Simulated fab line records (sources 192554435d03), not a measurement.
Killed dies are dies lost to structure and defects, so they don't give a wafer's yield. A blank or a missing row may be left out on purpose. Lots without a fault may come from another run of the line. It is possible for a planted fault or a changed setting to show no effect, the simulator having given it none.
Which tool did it? | flow n5Finfet | 11 lots with 33 wafers sampled at 5 steps, on a route of 1938 steps

WHAT EACH GAUGE READ, for each wafer
No reading from a measuring or inspecting step in the record can be judged against a usual standard deviation.

EACH LOT AND THE TOOL THAT RAN IT (in order: tool; ch and the chambers of the sampled wafers; start)
lot  | N5_MIM_BOT_ETCH_STRIP_01          | N5_PASSIVATION_PECVD_55         | N5_PASSIVATION_STRIP_73            | N5_PASSIVATION_DESCUM_32          | N5_PASSIVATION_PROBE_49
L786 | rieDiel-03 ch 0,3, day 13 11:27   | pecvd-03 ch 1,2, day 13 11:57   | wetBench-04 ch 0,1,4, day 13 13:50 | rieDiel-05 ch 0,1,2, day 13 15:10 | -
L789 | rieDiel-05 ch 1,2,3, day 14 07:22 | pecvd-01 ch 0,1,2, day 14 07:52 | wetBench-04 ch 0,1,3, day 14 11:17 | rieDiel-03 ch 0,1,2, day 14 13:16 | -
L787 | rieDiel-03 ch 0,1,3, day 14 13:00 | pecvd-01 ch 1,2, day 14 13:30   | wetBench-01 ch 0,4,7, day 14 17:07 | rieDiel-03 ch 0,1,2, day 14 18:24 | -
L790 | rieDiel-02 ch 0,2,3, day 14 13:37 | pecvd-04 ch 0,2, day 14 14:07   | wetBench-04 ch 3,5,7, day 14 17:22 | rieDiel-02 ch 1,2,3, day 14 20:21 | -
L793 | rieDiel-03 ch 0,1,3, day 15 11:49 | pecvd-04 ch 0,1, day 15 12:19   | wetBench-04 ch 3,4,6, day 15 15:06 | rieDiel-03 ch 1,2,3, day 15 16:25 | -
L797 | rieDiel-03 ch 1,2,3, day 15 18:08 | pecvd-03 ch 1,2, day 15 18:41   | wetBench-01 ch 0,2,6, day 15 21:19 | rieDiel-02 ch 0,1,2, day 15 22:31 | -
L795 | rieDiel-03 ch 1,2,3, day 15 23:43 | pecvd-01 ch 0,1,2, day 16 00:15 | wetBench-01 ch 0,2,6, day 16 02:52 | rieDiel-03 ch 0,3, day 16 04:24   | -
L796 | rieDiel-03 ch 0,1,2, day 16 11:12 | pecvd-04 ch 0,1, day 16 12:06   | wetBench-02 ch 2,3,4, day 16 13:18 | rieDiel-02 ch 0,1,3, day 16 16:34 | -
L799 | rieDiel-03 ch 0,1,2, day 16 21:55 | pecvd-01 ch 1,2, day 16 22:26   | wetBench-02 ch 0,1,7, day 17 01:40 | rieDiel-05 ch 2,3, day 17 03:38   | -
L800 | rieDiel-03 ch 0,1,2, day 16 22:26 | pecvd-01 ch 0,1, day 16 23:01   | wetBench-04 ch 3,5,6, day 17 01:38 | rieDiel-05 ch 0,3, day 17 03:28   | prober-02, day 17 08:28
L806 | rieDiel-02 ch 0,1, day 18 05:37   | pecvd-04 ch 1,2, day 18 06:07   | wetBench-01 ch 3,6,7, day 18 09:29 | rieDiel-05 ch 0,1,3, day 18 10:54 | -
- N5_MIM_BOT_ETCH_STRIP_01: strips in O2.
- N5_PASSIVATION_PECVD_55: deposits SiO2 from SiH4/N2O, target thk 400 nm, time 22.5 s.
- N5_PASSIVATION_STRIP_73: strips in post etch residue remover, time 60 s.
- N5_PASSIVATION_DESCUM_32: chemistry O2, time 7.9 s.
- N5_PASSIVATION_PROBE_49

AS READ BY THE TOOLS THEMSELVES (means over the sampled wafers that have a number; for cases with no such wafer, the mark the record gives instead)
N5_MIM_BOT_ETCH_STRIP_01. Usual: drypumpMotorCurrentA 6.1 A, standard deviation 0.46; oesProductAu 0.78 a.u., standard deviation 0.08; rfVppV 3.6 V, standard deviation 1.4; showerheadPlenumPTorr 2.14 Torr, standard deviation 0.052; throttleValvePct 16.66 %, standard deviation 0.22.
lot  | tool       | drypumpMotorCurrentA (A) | oesProductAu (a.u.) | rfVppV (V) | showerheadPlenumPTorr (Torr) | throttleValvePct (%) | flag
L786 | rieDiel-03 | 6.2                      | 0.77                | 3.0        | 2.10                         | 16.68                | 
L789 | rieDiel-05 | 5.7                      | 0.80                | 3.3        | 2.11                         | 16.61                | 
L787 | rieDiel-03 | 6.4                      | 0.75                | 5.5        | 2.12                         | 16.62                | 
L790 | rieDiel-02 | 6.1                      | 0.78                | 3.1        | 2.18                         | 16.74                | 
L793 | rieDiel-03 | 6.4                      | 0.74                | 2.7        | 2.12                         | 16.61                | 
L797 | rieDiel-03 | 6.2                      | 0.74                | 4.1        | 2.14                         | 16.76                | 
L795 | rieDiel-03 | 6.2                      | 0.72                | 4.3        | 2.14                         | 16.74                | 
L796 | rieDiel-03 | 6.3                      | 0.75                | 3.9        | 2.16                         | 16.64                | 
L799 | rieDiel-03 | 6.3                      | 0.76                | 3.5        | 2.15                         | 16.66                | 
L800 | rieDiel-03 | 6.3                      | 0.74                | 4.2        | 2.16                         | 16.64                | 
L806 | rieDiel-02 | 5.4                      | 0.85                | 2.9        | 2.06                         | 16.58                | 

N5_PASSIVATION_PECVD_55. Usual: heaterPowerOuterW 397 W, standard deviation 97; heaterPowerW 684 W, standard deviation 140; showerheadPlenumPTorr 8.17 Torr, standard deviation 0.12; throttleValvePct 53.0 %, standard deviation 1.8.
lot  | tool     | heaterPowerOuterW (W) | heaterPowerW (W) | showerheadPlenumPTorr (Torr) | throttleValvePct (%) | flag
L786 | pecvd-03 | 381                   | 658              | 8.10                         | 51.6                 | 
L789 | pecvd-01 | 458                   | 773              | 8.28                         | 55.1                 | 
L787 | pecvd-01 | 489                   | 812              | 8.34                         | 55.5                 | 
L790 | pecvd-04 | 378                   | 660              | 8.07                         | 51.1                 | 
L793 | pecvd-04 | 352                   | 633              | 8.13                         | 51.7                 | 
L797 | pecvd-03 | 387                   | 684              | 8.11                         | 51.9                 | 
L795 | pecvd-01 | 441                   | 742              | 8.29                         | 55.2                 | 
L796 | pecvd-04 | 414                   | 710              | 8.11                         | 51.8                 | 
L799 | pecvd-01 | 501                   | 806              | 8.33                         | 56.2                 | 
L800 | pecvd-01 | 325                   | 600              | 8.20                         | 55.7                 | 
L806 | pecvd-04 | 275                   | 501              | 8.03                         | 52.1                 | 

N5_PASSIVATION_DESCUM_32. Usual: drypumpMotorCurrentA 5.9 A, standard deviation 0.52; oesProductAu 0.80 a.u., standard deviation 0.093; rfVppV 243.7 V, standard deviation 1.1; showerheadPlenumPTorr 2.13 Torr, standard deviation 0.053; throttleValvePct 20.40 %, standard deviation 0.21.
lot  | tool       | drypumpMotorCurrentA (A) | oesProductAu (a.u.) | rfVppV (V) | showerheadPlenumPTorr (Torr) | throttleValvePct (%) | flag
L786 | rieDiel-05 | 5.5                      | 0.82                | 243.4      | 2.12                         | 20.32                | 
L789 | rieDiel-03 | 6.3                      | 0.77                | 244.3      | 2.16                         | 20.36                | 
L787 | rieDiel-03 | 6.3                      | 0.77                | 244.1      | 2.16                         | 20.37                | 
L790 | rieDiel-02 | 5.6                      | 0.82                | 244.8      | 2.14                         | 20.48                | 
L793 | rieDiel-03 | 6.2                      | 0.73                | 243.9      | 2.14                         | 20.49                | 
L797 | rieDiel-02 | 5.7                      | 0.78                | 243.4      | 2.13                         | 20.44                | 
L795 | rieDiel-03 | 6.3                      | 0.78                | 242.9      | 2.10                         | 20.38                | 
L796 | rieDiel-02 | 5.7                      | 0.74                | 243.5      | 2.11                         | 20.53                | 
L799 | rieDiel-05 | 6.1                      | 0.90                | 243.6      | 2.14                         | 20.16                | 
L800 | rieDiel-05 | 6.2                      | 0.89                | 243.4      | 2.15                         | 20.43                | 
L806 | rieDiel-05 | 5.6                      | 0.80                | 242.4      | 2.11                         | 20.47                | 

N5_PASSIVATION_PROBE_49. Usual: defectLimitedYield 91.5 %, standard deviation 1.3; killed_at_M0_to_M3 33, standard deviation 10; killed_at_M4_up 13, standard deviation 4; killedAtContacts 12, standard deviation 6.3; killedAtFrontEnd 39, standard deviation 11; killedAtOther 3.4, standard deviation 2.6; killedDies 100, standard deviation 15; killedOpen 65, standard deviation 11; killedShort 34, standard deviation 7.8; sort_bin_5_function 5.0 %, standard deviation 0.89; sort_bin_6_memory 3.2 %, standard deviation 0.58; sortNPass 1080, standard deviation 15; sortYieldPct 91.5 %, standard deviation 1.3.
lot  | tool      | defectLimitedYield (%) | killed_at_M0_to_M3 | killed_at_M4_up | killedAtContacts | killedAtFrontEnd | killedAtOther | killedDies | killedOpen | killedShort | sort_bin_5_function (%) | sort_bin_6_memory (%) | sortNPass | sortYieldPct (%) | flag
L800 | prober-02 | 90.3                   | 32                 | 9               | 13               | 31               | 28.7          | 115        | 55         | 33          | 5.9                     | 3.1                   | 1065      | 90.3             | OFF

THE ANSWER, worked out from the rows above alone
Rule: lot off if the mean of its wafers having a number is beyond 3 standard deviations from the usual mean. Also off: a lot with no number at a reading for which 4 or more lots have one. Any other lot the step has rows for is counted as sound. First the gauges in route order, then the tools' own readings, where a lot's mean is used as printed above. The first step at which some lot is off is used, and at that step the reading that is off furthest; a lot without a number counts as furthest.
Off: L800, at N5_PASSIVATION_PROBE_49 (killedAtOther). Neither off nor sound, because the step has no rows for them: L786, L789, L787, L790, L793, L797, L795, L796, L799, L806.
If a tool, at that step or one of the process steps before it, ran each lot that is off and ran no sound lot following the first of them, it fits. Can't be told from this: 5 tools fit, rieDiel-03 at N5_MIM_BOT_ETCH_STRIP_01, pecvd-01 at N5_PASSIVATION_PECVD_55, wetBench-04 at N5_PASSIVATION_STRIP_73, rieDiel-05 at N5_PASSIVATION_DESCUM_32, prober-02 at N5_PASSIVATION_PROBE_49.

WHAT HAD BEEN PUT IN BY THE SIMULATOR
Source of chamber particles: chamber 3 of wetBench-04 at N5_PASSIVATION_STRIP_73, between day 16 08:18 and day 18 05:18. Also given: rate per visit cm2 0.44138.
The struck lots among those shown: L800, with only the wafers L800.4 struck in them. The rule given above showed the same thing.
